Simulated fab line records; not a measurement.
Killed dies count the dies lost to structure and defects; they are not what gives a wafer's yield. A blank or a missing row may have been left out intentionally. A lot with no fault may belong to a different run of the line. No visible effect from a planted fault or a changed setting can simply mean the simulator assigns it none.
Chamber matching | flow nand-harc | rie-diel-01 running NHARC_P_CONTACT_STRIP_28: 4 sister chambers
The step strips in O2. 8 wafers are shown with their chamber, then 9 later ones without.

== WAFERS PAIRED WITH THEIR CHAMBERS ==
wafer  | chamber | drypump-motor-current-A (A) | oes-product-au (a.u.)
L078.2 | 0       | 6.1                         | 0.986
L078.6 | 2       | 6.4                         | 1.012
L086.1 | 1       | 5.9                         | 0.998
L086.3 | 2       | 6.4                         | 1.020
L086.4 | 3       | 5.7                         | 1.008
L090.1 | 0       | 6.1                         | 1.000
L090.2 | 1       | 5.9                         | 0.999
L090.4 | 3       | 5.8                         | 0.999

== WAFERS WHOSE CHAMBER IS MISSING ==
wafer  | drypump-motor-current-A (A) | oes-product-au (a.u.)
L093.1 | 5.8                         | 1.008
L093.4 | 5.9                         | 0.999
L093.5 | 5.8                         | 1.011
L095.2 | 6.1                         | 0.996
L095.4 | 5.9                         | 1.015
L095.6 | 6.4                         | 1.009
L095.1 | 6.3                         | 1.013
L095.3 | 5.8                         | 1.006
L095.5 | 5.9                         | 1.010

== CHAMBER TAKEN BY EACH ==
wafer  | from the rows above     | in truth
L093.1 | can't be placed: 3 or 1 | 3
L093.4 | 1                       | 1
L093.5 | can't be placed: 3 or 1 | 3
L095.2 | 0                       | 0
L095.4 | 1                       | 1
L095.6 | 2                       | 2
L095.1 | 2                       | 2
L095.3 | can't be placed: 3 or 1 | 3
L095.5 | 1                       | 1
Correctly placed: 6 of 9. Can't be placed from these rows: 3 (the true chamber is among the candidates in 3). Wrongly placed: 0.
How it was worked out, from the rows above alone: a wafer's distance from a chamber is the root of the sum, over the readings, of the square of ((its reading less the chamber's mean) divided by the reading's scatter). If the next closest chamber is less than 2 further off than the closest, the wafer can't be placed; otherwise it belongs to the closest. A chamber's mean is the mean of its shown wafers. How the scatter is found: for the shown wafers, subtract from each reading the mean of its chamber, square and add these, divide the total by (wafers less chambers), then take the root.
